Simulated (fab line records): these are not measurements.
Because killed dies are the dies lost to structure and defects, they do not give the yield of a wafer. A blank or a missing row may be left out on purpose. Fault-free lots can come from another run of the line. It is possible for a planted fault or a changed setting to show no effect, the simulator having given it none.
Matching of chambers | flow n5 finfet | rie diel-04 running N5_BEOL_M1_ETCH_70: 4 sister chambers
The step etches SOC in N2/H2, target depth 80 nm, overetch 16 nm, time 120 s. 20 wafers are shown with their chamber, then 10 later ones without.

## WAFERS WITH THEIR CHAMBER
wafer  | chamber | showerhead plenum p Torr (Torr) | throttle valve pct (%) | drypump motor current A (A)
L074.3 | 0       | 2.52                            | 18.03                  | 5.7
L074.4 | 1       | 2.66                            | 17.85                  | 5.9
L074.5 | 3       | 2.41                            | 18.13                  | 5.5
L080.1 | 0       | 2.52                            | 18.03                  | 5.7
L080.4 | 2       | 2.52                            | 17.91                  | 5.8
L080.5 | 0       | 2.52                            | 18.06                  | 5.7
L077.1 | 3       | 2.41                            | 18.11                  | 5.5
L077.3 | 2       | 2.52                            | 17.89                  | 5.8
L077.6 | 0       | 2.52                            | 18.05                  | 5.7
L078.1 | 2       | 2.52                            | 17.89                  | 5.7
L078.4 | 3       | 2.41                            | 18.15                  | 5.5
L078.5 | 1       | 2.66                            | 17.86                  | 6.0
L082.1 | 2       | 2.52                            | 17.91                  | 5.8
L082.4 | 3       | 2.41                            | 18.14                  | 5.5
L082.5 | 1       | 2.66                            | 17.87                  | 5.9
L084.2 | 0       | 2.51                            | 18.06                  | 5.7
L084.5 | 2       | 2.52                            | 17.89                  | 5.8
L084.6 | 3       | 2.41                            | 18.14                  | 5.5
L085.2 | 3       | 2.41                            | 18.13                  | 5.5
L085.3 | 1       | 2.66                            | 17.88                  | 6.0

SIGNATURES, as means of the wafers listed above
reading                  | chamber 0 | chamber 1 | chamber 2 | chamber 3 | scatter within a chamber
showerhead plenum p Torr | 2.5180    | 2.6600    | 2.5200    | 2.4100    | 0.00224
throttle valve pct       | 18.0460   | 17.8650   | 17.8980   | 18.1333   | 0.0133
drypump motor current A  | 5.700     | 5.950     | 5.780     | 5.500     | 0.0335
Rule: for a wafer and a chamber, the distance is found by dividing, reading by reading, the gap between the wafer's reading and the chamber's mean by the reading's scatter, squaring, summing and taking the root. The wafer belongs to the nearest chamber; if the next one is less than 2 further off, it can't be placed. How the scatter is found: for the shown wafers, subtract from each reading the mean of its chamber, square and add these, divide the total by (wafers less chambers), then take the root.

## WAFERS WITHOUT THEIR CHAMBER
wafer  | showerhead plenum p Torr (Torr) | throttle valve pct (%) | drypump motor current A (A)
L085.5 | 2.41                            | 18.17                  | 5.5
L091.1 | 2.51                            | 17.55                  | 5.8
L091.4 | 2.51                            | 18.07                  | 5.7
L091.5 | 2.51                            | 18.07                  | 5.7
L095.4 | 2.65                            | 17.90                  | 5.9
L095.5 | 2.51                            | 18.07                  | 5.7
L095.6 | 2.40                            | 18.18                  | 5.5
L096.1 | 2.51                            | 17.55                  | 5.8
L096.3 | 2.40                            | 18.18                  | 5.5
L096.5 | 2.51                            | 18.08                  | 5.7

## WHICH CHAMBER EACH ONE RAN IN
wafer  | from the rows above | in truth
L085.5 | 3                   | 3
L091.1 | 2                   | 2
L091.4 | 0                   | 0
L091.5 | 0                   | 0
L095.4 | 1                   | 1
L095.5 | 0                   | 0
L095.6 | 3                   | 3
L096.1 | 2                   | 2
L096.3 | 3                   | 3
L096.5 | 0                   | 0
Placed correctly: 10 of 10. Left unplaced by these rows: 0. Number placed wrongly: 0.
